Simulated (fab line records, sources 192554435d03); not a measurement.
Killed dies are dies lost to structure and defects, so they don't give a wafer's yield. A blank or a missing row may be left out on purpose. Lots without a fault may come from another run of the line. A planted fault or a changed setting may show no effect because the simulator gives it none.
A struck lot beside a sound one | flow n5_finfet | 36 steps out of a route of 1938
Sound: wafers L313.1, L313.2, L313.5. Struck: wafers L316.1, L316.2, L316.4. The cause comes at the end.
At each step with rows: each side's tool, then ch and its chambers, then its first start. Under that, the readings that differ: sound wafers | struck wafers | difference of the means | sigmas: that difference in standard deviations of wafers without a fault.
alike: readings whose means differ by less than 2 such deviations, and words and numbers that are the same on both sides. not compared: withheld readings, readings that some wafer has no value for, bounds like >300 that may hide the same value, and numbers for which the record gives no deviation and whose values overlap.
The two part at a step that has a row with sigmas, a row that says differs or no value, or rows on one side only. Numbers that don't overlap but have no deviation are shown without sigmas and don't part them. A reading that every wafer of one side lacks parts them only if that side has two wafers or more.

first, 9 steps without rows for these wafers: N5_WELL_APT_COAT_19 (resist thk 950 nm); N5_WELL_APT_EBR_21; N5_WELL_APT_SOFTBAKE_20 (time 60 s); N5_WELL_APT_EXPOSE_22 (exposes mask PWELL, defocus 0 nm, target cd 200 nm); N5_WELL_APT_PEB_23 (peb time 90 s); N5_WELL_APT_DEVELOP_24 (develop time 45 s); N5_WELL_APT_HARDBAKE_29 (time 120 s); N5_WELL_APT_DESCUM_30 (chemistry O2, time 7.9 s); N5_WELL_APT_IMPLANT_31.
N5_WELL_APT_IMPLANT_32:
  sound on implanter-02 ch 0, day 3 15:18; struck on implanter-02 ch 0, day 4 09:36
  reading            | sound                            | struck                           | difference  | sigmas
  dose_ions_cm2      | 1.9953e+13 1.9973e+13 1.9978e+13 | 2.3211e+13 2.3207e+13 2.3227e+13 | +3.2470e+12 | +99 or more
  faraday_current_uA | 258 254 250                      | 296 294 280                      | +36         | +8
then, 25 steps without rows for these wafers: N5_WELL_APT_STRIP_33 (strips in SPM, time 900 s); N5_WELL_APT_RTA_34 (time 10 s); N5_WELL_APT_OXIDE_STRIP_42 (strips SiO2 in dHF, time 45 s, target depth 12 nm); N5_WELL_APT_PRECLEAN_36 (cleans in O3/DIW, time 45 s); N5_WELL_APT_PRECLEAN_39 (cleans in dHF, time 60 s); N5_WELL_APT_SRD_37 (time 30 s); N5_WELL_APT_EPI_41 (deposits Si from SiH4/H2, target thk 50 nm, time 297.7 s); N5_PMOS_HMC_CHANNEL_EPI_HM_DEP_34 (deposits SiO2 from TEOS/O2, target thk 36 nm, time 6.9 s); N5_PMOS_HMC_CHANNEL_EPI_COAT_31 (time 60 s, resist thk 66 nm); N5_PMOS_HMC_CHANNEL_EPI_COAT_03 (resist thk 205 nm); N5_PMOS_HMC_CHANNEL_EPI_EBR_05; N5_PMOS_HMC_CHANNEL_EPI_SOFTBAKE_04 (time 60 s); N5_PMOS_HMC_CHANNEL_EPI_EXPOSE_06 (exposes mask PMOS HMC BLK, target cd 240 nm); N5_PMOS_HMC_CHANNEL_EPI_PEB_07 (peb time 60 s); N5_PMOS_HMC_CHANNEL_EPI_DEVELOP_08 (develop time 30 s); N5_PMOS_HMC_CHANNEL_EPI_DESCUM_14 (chemistry O2, time 7.9 s); N5_PMOS_HMC_CHANNEL_EPI_ETCH_32 (etches BARC in N2/H2, stops on SiO2, target depth 85.8 nm, time 50.3 s); N5_PMOS_HMC_CHANNEL_EPI_HM_OPEN_15 (chemistry CHF3/O2, target SiO2, target depth 40.6 nm, time 20.3 s); N5_PMOS_HMC_CHANNEL_EPI_STRIP_33 (strips in N2/H2); N5_PMOS_HMC_CHANNEL_EPI_STRIP_17 (strips in SPM, time 750 s); N5_PMOS_HMC_CHANNEL_EPI_ETCH_38 (etches SiO2 in CF4, target depth 1.5 nm); N5_PMOS_HMC_CHANNEL_EPI_FIN_RECESS_16 (chemistry HBr/Cl2, target Si, target depth 54 nm, time 18 s); N5_PMOS_HMC_CHANNEL_EPI_PRECLEAN_36 (cleans in O3/DIW, time 45 s); N5_PMOS_HMC_CHANNEL_EPI_PRECLEAN_18 (cleans in DHF, time 30 s); N5_PMOS_HMC_CHANNEL_EPI_SRD_19 (time 30 s).
-- the record jumps here: 7 days lie between the struck wafers' starts before and after (it left off in module PMOS_HMC_CHANNEL_EPI and takes up again in module BEOL_M4, whose first step shown is number 1111 of the route) --
N5_BEOL_M4_RC_MEAS_101:
  sound on prober-02 ch 0, day 10 00:59; struck on prober-01 ch 0, day 11 02:17
  reading | sound          | struck         | difference | sigmas
  CJ_N    | 4.43 4.46 4.52 | 4.90 4.90 4.76 | +0.38      | +5
  alike: DIBL_N, DIBL_P, IOFF_N, IOFF_P, ION_N, ION_P, SS_N, SS_P, VT_N, VT_P

WHERE THEY PART
First at N5_WELL_APT_IMPLANT_32; last, within this record, at N5_BEOL_M4_RC_MEAS_101.

WHY: what the simulator had put in
Process parameter drift: implanter-02, from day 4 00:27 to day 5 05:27, at N5_WELL_APT_IMPLANT_32. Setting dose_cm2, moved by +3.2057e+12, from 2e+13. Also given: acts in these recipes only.
